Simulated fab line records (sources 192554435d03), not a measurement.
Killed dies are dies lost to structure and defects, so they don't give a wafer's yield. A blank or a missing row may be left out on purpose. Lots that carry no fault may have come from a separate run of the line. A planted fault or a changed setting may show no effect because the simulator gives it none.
3 desks, one fault :: flow n5-finfet :: every desk sees just its own numbers, and what lay behind them comes last

== THE METROLOGY DESK ==
Lot by lot, what the gauges showed, no matter which tool ran the lot: averages of those sampled wafers that carry a number. Marked OUT: a lot whose mean sits more than 4 standard deviations from the usual mean, which makes it out of limits; the brackets give that distance.
Columns: A = cd-nm at N5_BEOL_M10_CD_MEAS_28, usual 70.1 nm; B = V9_OVL at N5_BEOL_M10_OVL_MEAS_29, usual 0.0 nm
lot: L949
first seen here: day 11 22:25
A: 69.8
B: -0.1

lot: L955
first seen here: day 13 21:50
A: 69.7
B: -0.0

lot: L958
first seen here: day 14 03:47
A: 69.2
B: -0.6

lot: L960
first seen here: day 14 22:58
A: 70.6
B: -0.1

lot: L968
first seen here: day 16 18:10
A: 70.9
B: -1.0

lot: L970
first seen here: day 18 04:20
A: 71.5
B: -0.2
This desk found nothing out of limits on any of the 6 lots.

== THE DEFECT DESK ==
For each lot, the counts of the inspections along the route, averaged over the sampled wafers that have a number. Marked OUT: a lot whose mean sits more than 4 standard deviations from the usual mean, which makes it out of limits; the brackets give that distance.
Columns: A = raw-defect-count at N5_BEOL_M10_INSPECT_30, usual 430
lot: L949
first seen here: day 11 22:28
A: 389

lot: L955
first seen here: day 13 21:53
A: 400

lot: L958
first seen here: day 14 03:50
A: 465

lot: L960
first seen here: day 14 23:01
A: 438

lot: L968
first seen here: day 16 18:13
A: 326

lot: L970
first seen here: day 18 04:24
A: 461
This desk found nothing out of limits on any of the 6 lots.

== TOOL OWNER'S DESK, rie-diel-04 ==
The tool's own readings at N5_BEOL_M10_VIA_ETCH_34 (etches SiCOH lowk in C4F6/O2, target depth 184.5 nm, time 69.2 s): means of the sampled wafers that have a number, for each lot that ran on this tool. Marked OUT: a lot whose mean sits more than 4 standard deviations from the usual mean, which makes it out of limits; the brackets give that distance. Shown are 7 of the 9 readings it has, namely the first that went out of limits plus those furthest out on some lot.
Columns: A = C4F6_flow_sccm at N5_BEOL_M10_VIA_ETCH_34, usual 9.997 sccm; B = chamber-pressure-mTorr at N5_BEOL_M10_VIA_ETCH_34, usual 30.000 mTorr; C = oes_f_703_au at N5_BEOL_M10_VIA_ETCH_34, usual 0.76 a.u.; D = oes-product-au at N5_BEOL_M10_VIA_ETCH_34, usual 0.76 a.u.; E = rf-fwd-power-W at N5_BEOL_M10_VIA_ETCH_34, usual 342.1 W; F = rf-vpp-V at N5_BEOL_M10_VIA_ETCH_34, usual 667 V; G = throttle-valve-pct at N5_BEOL_M10_VIA_ETCH_34, usual 20.95 %
lot: L955
first seen here: day 13 22:50
A: 10.025
B: 30.024
C: 0.78
D: 0.78
E: 341.7
F: 664
G: 20.73

lot: L958
first seen here: day 14 04:14
A: 10.008
B: 30.008
C: 0.79
D: 0.73
E: 368.7 (+27) OUT
F: 644
G: 20.93

lot: L960
first seen here: day 14 23:22
A: 9.999
B: 29.990
C: 0.86
D: 0.76
E: 396.5 (+54) OUT
F: 623 (-5.4) OUT
G: 20.71

lot: L970
first seen here: day 18 04:38
A: 10.010
B: 29.992
C: 0.82
D: 0.81
E: 341.1
F: 663
G: 20.88
This desk's verdict: out of limits on L958, L960, starting with L958 at day 14 04:14 (rf-fwd-power-W at N5_BEOL_M10_VIA_ETCH_34). Within limits: L955, L970.

== TAKEN TOGETHER ==
The tool owner's desk could have raised an alarm at day 14 04:14, on L958, L960.
Metrology desk: nothing out of limits seen.
The defect desk saw nothing out of limits.
The metrology desk has L958, L960 on record, within its limits.
The defect desk has L958, L960 on record, within its limits.
Of the lots named, all ran N5_BEOL_M10_VIA_ETCH_34 on rie-diel-04.

== WHAT THE SIMULATOR PUT IN ==
rie-diel-04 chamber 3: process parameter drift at N5_BEOL_M10_VIA_ETCH_34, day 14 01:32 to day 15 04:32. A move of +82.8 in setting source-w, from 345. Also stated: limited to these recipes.
Lots struck among those shown: L958, L960.
Each desk's first reading out of limits, in hours after the fault started: the tool owner's desk, 3.
